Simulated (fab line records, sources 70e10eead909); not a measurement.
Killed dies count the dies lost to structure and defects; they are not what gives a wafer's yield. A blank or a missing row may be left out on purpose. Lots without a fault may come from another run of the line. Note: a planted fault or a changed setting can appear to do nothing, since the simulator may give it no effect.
fab line records    flow nand-harc    part 1 of 2: steps 1 to 24 of 31
record: lots: 5  wafers: 15  last-day: 26
route steps=1159 shown A_STAIRCASE@527
lots with no fault: from the same line, run without faults
start-h: start of the lot's first displayed wafer, in hours after the record's first day    wait-h: hours since the lot's step before    " the same as in the row above    L1.1+2: several wafers, shown together as one row    - value missing, or start not given    * or withheld: withheld    < > ~ a bound
route shown NAME@n: NAME is a module with steps in the file, n the number in the route of the first one    usual: the fault-free wafers' mean and standard deviation    same: alike in all rows    chamber/n: place in a boat    sites: per-site readings    _std_site: the standard deviation of these    _edge_site: mean of outer sites minus mean of inner sites    radius-mm: how far each site lies from the wafer's centre    mask NAME#n: copy n    behind: tool/chamber where the wafer was last shaped    hold: cause of the lot's hold/its duration in hours/its outcome    device: whichever transistor did not switch (one of n, p or np)    end of line: tests run on the same wafers once the route is complete    for a step that has no rows: nothing shown but its recipe    killed: count of dies lost to structure and defects at first sort (not the wafer's yield)    map: a wafer's dies, marking killed ones x, the rest . and places with no die _
set.NAME: the setting that was run; set.NAME@STEP: the one run at that earlier step    model.NAME: the simulator's own value behind a step, which no gauge read
a table for each step, a row for each wafer; lots at some steps of the route
services: from which hour (start-h, from the record's first day; less than 0 if before it) a tool's chamber was out of use, for how many hours, and why
== steps ==
step: NHARC_A_STAIRCASE_DEVELOP_165
recipe: time-s: 140
lot.wafer   tool            chamber  start-h  wait-h
L076.3+4+6  litho-track-07  0        -        -
L075.2+4+5  litho-track-02  0        -        -
L081.1+5+6  litho-track-03  0        -        -
L089.1+5+6  litho-track-02  0        -        -
L097.1+4+6  litho-track-07  0        -        -
step: NHARC_A_STAIRCASE_HARDBAKE_167
recipe: temp-c: 120  time-s: 140
lot.wafer   tool            chamber  start-h  wait-h
L076.3+4+6  litho-track-07  0        248.46   -
L075.2+4+5  litho-track-02  0        252.24   -
L081.1+5+6  litho-track-07  0        279.09   -
L089.1+5+6  litho-track-03  0        353.15   -
L097.1+4+6  litho-track-07  0        387.48   -
step: NHARC_A_STAIRCASE_DESCUM_168
recipe: time-s: 3  o2-flow-sccm: 200  ar-flow-sccm: 0  bias-power-w: 0  chemistry: O2
usual: drypump-motor-current-A: 5.6/0.53  oes-product-au: 0.998/0.0074  rf-vpp-V: 57.8/0.88  showerhead-plenum-p-Torr: 1.91/0.099  throttle-valve-pct: 11.311/0.0094
lot.wafer  tool         chamber  start-h  wait-h  drypump-motor-current-A  oes-product-au  rf-hours-counter-h  rf-vpp-V  showerhead-plenum-p-Torr  throttle-valve-pct
L076.4     rie-diel-12  1        248.55   -       6.0                      0.992           11                  58.1      2.02                      11.304
L076.3     "            3        "        "       6.1                      0.987           14                  58.9      2.00                      11.303
L076.6     "            1        "        "       6.0                      0.992           -                   58.8      2.02                      11.304
L075.2     rie-diel-11  3        252.33   -       4.8                      0.987           20                  58.6      1.82                      11.331
L075.4     "            0        "        "       5.9                      0.992           18                  57.7      1.79                      11.317
L075.5     "            3        "        "       4.8                      0.986           -                   57.6      1.82                      11.325
L081.1     rie-diel-08  3        279.31   -       5.1                      1.002           52                  58.5      1.84                      11.318
L081.5     "            2        "        "       4.8                      0.998           -                   57.6      2.02                      11.313
L081.6     "            3        "        "       5.1                      1.002           -                   57.5      1.84                      11.307
L089.1     rie-diel-12  3        353.26   -       6.1                      1.012           48                  55.9      1.99                      11.317
L089.6     "            1        "        "       6.0                      0.990           -                   57.4      2.01                      11.304
L089.5     "            2        "        "       5.2                      1.000           -                   56.9      1.78                      11.306
L097.1     rie-diel-11  3        387.63   -       4.8                      0.993           4                   56.9      1.81                      11.329
L097.4     "            1        "        "       6.4                      1.000           5                   57.6      1.86                      11.311
L097.6     "            3        "        "       4.8                      0.996           -                   57.0      1.81                      11.310
step: NHARC_A_STAIRCASE_ETCH_169
recipe: target-depth-a: 500  time-s: 107.1  ion-energy-ev: 120  ch3f-flow-sccm: 50  o2-flow-sccm: 30  ar-flow-sccm: 200  rf-w: 500  bias-w: 100  chemistry: CH3F/O2
usual: drypump-motor-current-A: 5.6/0.54  oes-product-au: 0.944/0.021  rf-vpp-V: 244.2/1.9  showerhead-plenum-p-Torr: 2.45/0.12  throttle-valve-pct: 20.663/0.0097
lot.wafer  tool         chamber  start-h  wait-h  drypump-motor-current-A  oes-product-au  rf-hours-counter-h  rf-vpp-V  showerhead-plenum-p-Torr  throttle-valve-pct
L076.3     rie-diel-12  2        248.63   0.1     5.2                      0.974           12                  241.0     2.30                      20.648
L076.4     "            0        "        "       6.4                      0.949           13                  241.4     2.38                      20.637
L076.6     "            2        "        "       5.1                      0.978           -                   241.2     2.30                      20.662
L075.4     rie-diel-11  1        252.41   0.1     6.4                      0.964           18                  244.8     2.41                      20.655
L075.2     "            0        "        "       5.9                      0.962           18                  243.5     2.31                      20.667
L075.5     "            1        "        "       6.4                      0.966           -                   243.0     2.41                      20.653
L081.1     rie-diel-08  1        279.45   0.1     5.4                      0.927           56                  244.7     2.53                      20.652
L081.5     "            2        "        "       4.9                      0.916           -                   247.4     2.59                      20.669
L081.6     "            3        "        "       5.1                      0.913           -                   242.8     2.37                      20.670
L089.1     rie-diel-12  2        353.35   0.1     5.1                      0.915           37                  242.7     2.29                      20.669
L089.6     "            3        "        "       6.1                      0.920           -                   244.4     2.55                      20.665
L089.5     "            0        "        "       6.4                      0.925           -                   244.8     2.36                      20.661
L097.4     rie-diel-11  3        387.79   0.1     4.8                      0.934           4                   242.1     2.33                      20.662
L097.1     "            0        "        "       5.9                      0.933           5                   240.8     2.29                      20.661
L097.6     "            1        "        "       6.4                      0.956           -                   244.5     2.40                      20.659
step: NHARC_A_STAIRCASE_ETCH_170
recipe: target-depth-a: 2000  time-s: 66.667  ion-energy-ev: 250  c4f6-flow-sccm: 25  o2-flow-sccm: 20  ar-flow-sccm: 500  rf-w: 600  bias-w: 500  chemistry: C4F6/O2
usual: drypump-motor-current-A: 5.6/0.53  oes-product-au: 0.965/0.016  rf-vpp-V: 547/3.9  showerhead-plenum-p-Torr: 3.92/0.18  throttle-valve-pct: 26.904/0.01
lot.wafer  tool         chamber  start-h  wait-h  drypump-motor-current-A  oes-product-au  rf-hours-counter-h  rf-vpp-V  showerhead-plenum-p-Torr  throttle-valve-pct
L076.4     rie-diel-12  3        -        -       6.1                      0.977           14                  550       4.09                      26.906
L076.3     "            0        "        "       6.4                      0.967           13                  544       3.80                      26.915
L076.6     "            3        "        "       6.1                      0.999           -                   550       4.09                      26.891
L075.4     rie-diel-11  3        -        -       4.8                      0.978           20                  542       3.75                      26.896
L075.2     "            0        "        "       5.9                      0.972           18                  543       3.70                      26.889
L075.5     "            0        "        "       6.0                      0.971           -                   541       3.70                      26.911
L081.1     rie-diel-08  3        -        -       5.1                      0.974           52                  544       3.79                      26.879
L081.6     "            1        "        "       5.4                      0.953           -                   550       4.03                      26.909
L081.5     "            2        "        "       4.9                      0.963           -                   550       4.12                      26.903
L089.1     rie-diel-12  0        -        -       6.4                      0.948           47                  545       3.78                      26.887
L089.5     "            3        "        "       6.1                      0.942           -                   549       4.07                      26.901
L089.6     "            0        "        "       6.4                      0.944           -                   543       3.78                      26.896
L097.1     rie-diel-11  0        -        -       5.9                      0.979           5                   542       3.68                      26.890
L097.4     "            2        "        "       6.0                      0.984           5                   546       3.87                      26.898
L097.6     "            1        "        "       6.5                      0.986           -                   545       3.83                      26.906
step: NHARC_A_STAIRCASE_STRIP_171
recipe: power-w: 1500  temp-c: 250  chemistry: O2
usual: drypump-motor-current-A: 5.8/0.39  heater-power-w: 355/49  temp-c: 249.99/0.17
lot.wafer  tool             chamber  start-h  wait-h  drypump-motor-current-A  heater-power-w  rf-hours-counter-h  temp-c
L076.4     plasma-asher-01  0        248.95   -       5.5                      348             -                   250.13
L076.3     "                1        "        "       5.9                      413             -                   250.01
L076.6     "                1        "        "       5.9                      417             -                   249.88
L075.2     plasma-asher-01  0        252.65   -       5.5                      363             54                  249.84
L075.4     "                1        "        "       6.0                      417             -                   249.77
L075.5     "                1        "        "       5.9                      414             -                   249.88
L081.1     plasma-asher-01  1        286.63   -       6.0                      411             1                   249.89
L081.6     "                1        "        "       6.0                      417             -                   250.03
L081.5     "                0        "        "       5.5                      340             -                   250.11
L089.1     plasma-asher-01  1        353.61   -       6.0                      408             25                  249.88
L089.6     "                0        "        "       5.5                      349             -                   250.21
L089.5     "                1        "        "       5.9                      420             -                   249.87
L097.1     plasma-asher-01  0        388.05   -       5.5                      349             41                  250.18
L097.4     "                0        "        "       5.5                      351             -                   250.09
L097.6     "                0        "        "       5.5                      353             -                   250.32
step: NHARC_A_STAIRCASE_STRIP_172
recipe: time-s: 900  temp-c: 130  chemistry: SPM
usual: temp-c: 130.00/0.13
lot.wafer  tool          chamber  start-h  wait-h  temp-c
L076.4     wet-bench-02  6        249.22   0.2     129.99
L076.3     "             0        "        "       130.05
L076.6     "             2        "        "       129.83
L075.4     wet-bench-02  2        253.00   0.2     130.10
L075.2     "             5        "        "       129.76
L075.5     "             6        "        "       130.27
L081.5     wet-bench-02  4        286.98   0.1     130.08
L081.6     "             7        "        "       129.94
L081.1     "             1        "        "       130.16
L089.5     wet-bench-02  0        353.93   0.1     129.99
L089.6     "             1        "        "       129.86
L089.1     "             4        "        "       130.01
L097.1     wet-bench-04  5        388.39   0.3     129.69
L097.6     "             6        "        "       129.98
L097.4     "             0        "        "       130.24
step: NHARC_A_STAIRCASE_PRECLEAN_173
recipe: time-s: *  temp-c: 50  bath-age-min: 0  chemistry: SC1
usual: temp-c: 50.01/0.13
lot.wafer  tool          chamber  start-h  wait-h  temp-c
L076.4     wet-bench-02  6        -        -       50.01
L076.3     "             0        "        "       50.10
L076.6     "             2        "        "       50.09
L075.4     wet-bench-02  2        -        -       49.92
L075.2     "             5        "        "       50.13
L075.5     "             6        "        "       50.25
L081.5     wet-bench-02  4        -        -       50.11
L081.6     "             7        "        "       50.26
L081.1     "             1        "        "       50.01
L089.5     wet-bench-02  0        -        -       50.02
L089.6     "             1        "        "       50.21
L089.1     "             4        "        "       50.01
L097.1     wet-bench-04  5        -        -       49.85
L097.6     "             6        "        "       49.86
L097.4     "             0        "        "       50.03
step: NHARC_A_STAIRCASE_SRD_174
lot.wafer   tool          chamber  start-h  wait-h
L076.4+3+6  wet-bench-02  6,0,2    -        -
L075.4+2+5  wet-bench-02  2,5,6    -        -
L081.5+6+1  wet-bench-02  4,7,1    -        -
L089.5+6+1  wet-bench-02  0,1,4    -        -
L097.1+6+4  wet-bench-04  5,6,0    -        -
step: NHARC_A_STAIRCASE_DEHYDRATE_01
recipe: temp-c: 150  time-s: 120
lot.wafer   tool            chamber  start-h  wait-h
L076.3+4+6  litho-track-02  0        249.67   -
L075.2+4+5  litho-track-07  0        253.46   -
L081.1+5+6  litho-track-07  0        287.44   -
L089.1+5+6  litho-track-03  0        354.38   -
L097.1+4+6  litho-track-07  0        388.88   -
step: NHARC_A_STAIRCASE_HMDS_02
recipe: time-s: 30
lot.wafer   tool            chamber  start-h  wait-h
L076.3+4+6  litho-track-02  0        -        -
L075.2+4+5  litho-track-07  0        -        -
L081.1+5+6  litho-track-07  0        -        -
L089.1+5+6  litho-track-03  0        -        -
L097.1+4+6  litho-track-07  0        -        -
step: NHARC_A_STAIRCASE_COAT_03
recipe: spin-rpm: 1200
lot.wafer   tool            chamber  start-h  wait-h
L076.3+4+6  litho-track-02  0        -        -
L075.2+4+5  litho-track-07  0        -        -
L081.1+5+6  litho-track-07  0        -        -
L089.1+5+6  litho-track-03  0        -        -
L097.1+4+6  litho-track-07  0        -        -
step: NHARC_A_STAIRCASE_SOFTBAKE_04
recipe: temp-c: 135  time-s: 170
lot.wafer   tool            chamber  start-h  wait-h
L076.3+4+6  litho-track-02  0        -        -
L075.2+4+5  litho-track-07  0        -        -
L081.1+5+6  litho-track-07  0        -        -
L089.1+5+6  litho-track-03  0        -        -
L097.1+4+6  litho-track-07  0        -        -
step: NHARC_A_STAIRCASE_EBR_05
lot.wafer   tool            chamber  start-h  wait-h
L076.3+4+6  litho-track-02  0        -        -
L075.2+4+5  litho-track-07  0        -        -
L081.1+5+6  litho-track-07  0        -        -
L089.1+5+6  litho-track-03  0        -        -
L097.1+4+6  litho-track-07  0        -        -
step: NHARC_A_STAIRCASE_EXPOSE_06
recipe: na: 0.5  dose-mj: 25.43  mask-id: STAIR
lot.wafer   tool            chamber  start-h  wait-h  mask
L076.3+4+6  krf-scanner-03  0        250.02   -       STAIR#0
L075.2+4+5  krf-scanner-04  0        253.80   -       STAIR#0
L081.1+5+6  krf-scanner-03  0        287.77   -       STAIR#0
L089.1+5+6  krf-scanner-02  0        354.71   -       STAIR#0
L097.1+4+6  krf-scanner-03  0        389.21   -       STAIR#0
step: NHARC_A_STAIRCASE_PEB_07
recipe: peb-temp-c: 115  peb-time-s: 130
lot.wafer   tool            chamber  start-h  wait-h
L076.3+4+6  litho-track-03  0        250.08   0.1
L075.2+4+5  litho-track-02  0        253.86   0.1
L081.1+5+6  litho-track-02  0        287.84   0.1
L089.1+5+6  litho-track-07  0        354.78   0.1
L097.1+4+6  litho-track-07  0        389.27   0.1
step: NHARC_A_STAIRCASE_DEVELOP_08
recipe: time-s: 140
lot.wafer   tool            chamber  start-h  wait-h
L076.3+4+6  litho-track-03  0        -        -
L075.2+4+5  litho-track-02  0        -        -
L081.1+5+6  litho-track-02  0        -        -
L089.1+5+6  litho-track-07  0        -        -
L097.1+4+6  litho-track-07  0        -        -
step: NHARC_A_STAIRCASE_HARDBAKE_10
recipe: temp-c: 120  time-s: 140
lot.wafer   tool            chamber  start-h  wait-h
L076.3+4+6  litho-track-02  0        250.31   -
L075.2+4+5  litho-track-07  0        254.08   -
L081.1+5+6  litho-track-02  0        288.06   -
L089.1+5+6  litho-track-03  0        355.00   -
L097.1+4+6  litho-track-07  0        389.50   -
step: NHARC_A_STAIRCASE_DESCUM_11
recipe: time-s: 3  o2-flow-sccm: 200  ar-flow-sccm: 0  bias-power-w: 0  chemistry: O2
usual: drypump-motor-current-A: 5.7/0.54  oes-product-au: 0.999/0.0076  rf-vpp-V: 57.8/0.84  showerhead-plenum-p-Torr: 1.91/0.095  throttle-valve-pct: 11.311/0.0094
lot.wafer  tool         chamber  start-h  wait-h  drypump-motor-current-A  oes-product-au  rf-hours-counter-h  rf-vpp-V  showerhead-plenum-p-Torr  throttle-valve-pct
L076.4     rie-diel-08  2        250.40   -       4.9                      0.992           46                  57.4      2.02                      11.305
L076.3     "            0        "        "       5.7                      1.009           42                  56.6      1.77                      11.302
L076.6     "            1        "        "       5.4                      0.992           -                   57.9      1.98                      11.301
L075.4     rie-diel-12  2        254.18   -       5.2                      1.010           14                  59.6      1.79                      11.292
L075.2     "            1        "        "       5.9                      1.017           13                  58.9      2.01                      11.309
L075.5     "            3        "        "       6.1                      1.000           -                   57.4      2.00                      11.316
L081.1     rie-diel-11  2        288.16   -       6.0                      1.006           32                  56.4      1.89                      11.327
L081.6     "            1        "        "       6.4                      1.009           -                   57.0      1.87                      11.336
L081.5     "            2        "        "       6.0                      1.004           -                   57.0      1.89                      11.300
L089.1     rie-diel-08  2        355.09   -       4.8                      0.998           11                  57.4      2.01                      11.339
L089.6     "            2        "        "       4.9                      1.008           -                   57.7      2.01                      11.296
L089.5     "            3        "        "       5.1                      1.001           -                   57.6      1.84                      11.301
L097.1     rie-diel-12  3        389.61   -       6.1                      0.993           0                   57.6      1.99                      11.329
L097.4     "            2        "        "       5.2                      1.016           0                   56.9      1.78                      11.309
L097.6     "            0        "        "       6.4                      0.983           -                   57.9      1.83                      11.309
step: NHARC_A_STAIRCASE_TRIM_12
recipe: time-s: 211.2  o2-flow-sccm: 500  ar-flow-sccm: 0  bias-w: 0  chemistry: O2
usual: drypump-motor-current-A: 5.7/0.53  oes-product-au: 0.997/0.0071  rf-vpp-V: 57.9/0.94  showerhead-plenum-p-Torr: 3.52/0.17  throttle-valve-pct: 17.036/0.0097
lot.wafer  tool         chamber  start-h  wait-h  drypump-motor-current-A  oes-product-au  rf-hours-counter-h  rf-vpp-V  showerhead-plenum-p-Torr  throttle-valve-pct
L076.4     rie-diel-08  3        250.58   0.2     5.1                      0.994           44                  58.3      3.41                      17.040
L076.3     "            0        "        "       5.8                      1.004           42                  57.2      3.27                      17.015
L076.6     "            0        "        "       5.7                      1.008           -                   57.4      3.27                      17.041
L075.2     rie-diel-12  3        254.26   0.1     6.1                      0.989           16                  58.7      3.68                      17.022
L075.4     "            2        "        "       5.2                      0.997           14                  57.4      3.31                      17.031
L075.5     "            0        "        "       6.4                      0.985           -                   58.4      3.41                      17.035
L081.1     rie-diel-11  2        288.30   0.1     6.0                      1.000           32                  58.5      3.49                      17.038
L081.5     "            2        "        "       6.0                      1.007           -                   57.0      3.49                      17.046
L081.6     "            3        "        "       4.8                      1.001           -                   57.5      3.36                      17.037
L089.1     rie-diel-08  3        355.17   0.1     5.1                      1.003           10                  57.6      3.40                      17.040
L089.5     "            3        "        "       5.1                      0.998           -                   56.4      3.40                      17.036
L089.6     "            0        "        "       5.7                      0.981           -                   59.4      3.80                      17.032
L097.4     rie-diel-12  3        389.70   0.1     6.1                      1.007           0                   58.4      3.65                      17.021
L097.1     "            0        "        "       6.4                      0.977           0                   57.4      3.39                      17.029
L097.6     "            3        "        "       6.1                      1.000           -                   58.1      3.65                      17.015
step: NHARC_A_STAIRCASE_ETCH_13
recipe: target-depth-a: 1000  time-s: 40.5  ion-energy-ev: 400  c4f8-flow-sccm: 20  o2-flow-sccm: 10  ar-flow-sccm: withheld  rf-w: 600  bias-w: 1000  chemistry: C4F8/O2
usual: oes-product-au: 0.937/0.012  rf-vpp-V: 896/6.2
lot.wafer  tool         chamber  start-h  wait-h  oes-product-au  rf-hours-counter-h  rf-vpp-V
L076.3     rie-diel-08  1        -        -       0.941           46                  899
L076.4     "            2        "        "       0.938           46                  903
L076.6     "            0        "        "       0.949           -                   886
L075.2     rie-diel-12  3        -        -       0.935           16                  902
L075.4     "            0        "        "       0.929           15                  892
L075.5     "            1        "        "       0.940           -                   902
L081.1     rie-diel-11  1        -        -       0.923           29                  895
L081.5     "            2        "        "       0.944           -                   895
L081.6     "            3        "        "       0.933           -                   889
L089.1     rie-diel-08  1        -        -       0.965           8                   899
L089.5     "            2        "        "       0.949           -                   901
L089.6     "            3        "        "       0.936           -                   890
L097.1     rie-diel-12  3        -        -       0.934           0                   900
L097.4     "            2        "        "       0.941           0                   888
L097.6     "            0        "        "       0.927           -                   890
step: NHARC_A_STAIRCASE_TRIM_14
recipe: time-s: 211.2  o2-flow-sccm: 500  ar-flow-sccm: 0  bias-w: 0  chemistry: O2
usual: drypump-motor-current-A: 5.7/0.55  oes-product-au: 0.997/0.0085  rf-vpp-V: 57.7/0.95  showerhead-plenum-p-Torr: 3.52/0.17  throttle-valve-pct: 17.037/0.0089
lot.wafer  tool         chamber  start-h  wait-h  drypump-motor-current-A  oes-product-au  rf-hours-counter-h  rf-vpp-V  showerhead-plenum-p-Torr  throttle-valve-pct
L076.4     rie-diel-08  3        -        -       5.1                      0.993           45                  57.8      3.41                      17.048
L076.3     "            0        "        "       5.7                      0.999           42                  57.4      3.27                      17.027
L076.6     "            1        "        "       5.4                      1.007           -                   57.3      3.63                      17.044
L075.2     rie-diel-12  0        -        -       6.4                      0.989           15                  57.1      3.41                      17.052
L075.4     "            1        "        "       6.0                      0.991           13                  58.1      3.70                      17.038
L075.5     "            3        "        "       6.1                      0.984           -                   58.1      3.68                      17.043
L081.1     rie-diel-11  3        -        -       4.8                      0.988           34                  55.6      3.36                      17.019
L081.5     "            3        "        "       4.8                      0.993           -                   57.7      3.36                      17.034
L081.6     "            0        "        "       5.9                      0.999           -                   57.9      3.32                      17.017
L089.1     rie-diel-08  0        -        -       5.7                      0.984           11                  59.7      3.80                      17.038
L089.6     "            2        "        "       4.8                      1.005           -                   60.0      3.69                      17.039
L089.5     "            3        "        "       5.1                      0.994           -                   57.4      3.40                      17.028
L097.4     rie-diel-12  1        -        -       6.0                      1.002           0                   58.0      3.68                      17.043
L097.1     "            2        "        "       5.2                      1.019           0                   56.3      3.29                      17.058
L097.6     "            1        "        "       6.0                      1.002           -                   59.3      3.68                      17.031
step: NHARC_A_STAIRCASE_ETCH_15
recipe: target-depth-a: 1000  time-s: 40.5  ion-energy-ev: 400  c4f8-flow-sccm: 20  o2-flow-sccm: 10  ar-flow-sccm: withheld  rf-w: 600  bias-w: 1000  chemistry: C4F8/O2
usual: oes-product-au: 0.939/0.0096  rf-vpp-V: 896/6.3
lot.wafer  tool         chamber  start-h  wait-h  oes-product-au  rf-hours-counter-h  rf-vpp-V
L076.4     rie-diel-08  0        -        -       0.945           42                  886
L076.3     "            2        "        "       0.929           46                  902
L076.6     "            3        "        "       0.943           -                   891
L075.2     rie-diel-12  3        -        -       0.940           16                  902
L075.4     "            2        "        "       0.964           14                  887
L075.5     "            0        "        "       0.951           -                   892
L081.1     rie-diel-11  2        -        -       0.944           32                  894
L081.5     "            3        "        "       0.929           -                   890
L081.6     "            0        "        "       0.932           -                   888
L089.1     rie-diel-08  1        -        -       0.966           8                   900
L089.6     "            3        "        "       0.946           -                   891
L089.5     "            0        "        "       0.939           -                   906
L097.4     rie-diel-12  0        -        -       0.927           1                   890
L097.1     "            1        "        "       0.936           0                   901
L097.6     "            3        "        "       0.942           -                   899
step: NHARC_A_STAIRCASE_TRIM_16
recipe: time-s: 211.2  o2-flow-sccm: 500  ar-flow-sccm: 0  bias-w: 0  chemistry: O2
usual: drypump-motor-current-A: 5.7/0.52  oes-product-au: 0.996/0.0079  rf-vpp-V: 57.8/0.95  showerhead-plenum-p-Torr: 3.53/0.17  throttle-valve-pct: 17.037/0.0092
lot.wafer  tool         chamber  start-h  wait-h  drypump-motor-current-A  oes-product-au  rf-hours-counter-h  rf-vpp-V  showerhead-plenum-p-Torr  throttle-valve-pct
L076.4     rie-diel-08  2        -        -       4.9                      0.995           46                  58.6      3.71                      17.043
L076.3     "            0        "        "       5.7                      1.000           43                  57.4      3.27                      17.038
L076.6     "            2        "        "       4.9                      0.993           -                   58.8      3.71                      17.036
L075.4     rie-diel-12  3        -        -       6.1                      1.003           16                  59.6      3.68                      17.043
L075.2     "            1        "        "       6.0                      0.998           13                  59.2      3.70                      17.030
L075.5     "            3        "        "       6.1                      1.001           -                   58.6      3.68                      17.035
L081.1     rie-diel-11  1        -        -       6.4                      0.996           30                  57.6      3.46                      17.039
L081.5     "            2        "        "       6.0                      0.999           -                   57.5      3.49                      17.031
L081.6     "            3        "        "       4.8                      1.000           -                   58.2      3.36                      17.026
L089.1     rie-diel-08  2        -        -       4.9                      1.000           12                  59.4      3.69                      17.027
L089.6     "            0        "        "       5.7                      0.989           -                   58.2      3.80                      17.034
L089.5     "            1        "        "       5.4                      0.995           -                   57.3      3.62                      17.029
L097.4     rie-diel-12  2        -        -       5.1                      1.019           1                   56.9      3.29                      17.043
L097.1     "            3        "        "       6.2                      0.996           1                   58.1      3.65                      17.032
L097.6     "            2        "        "       5.1                      1.023           -                   57.1      3.29                      17.036
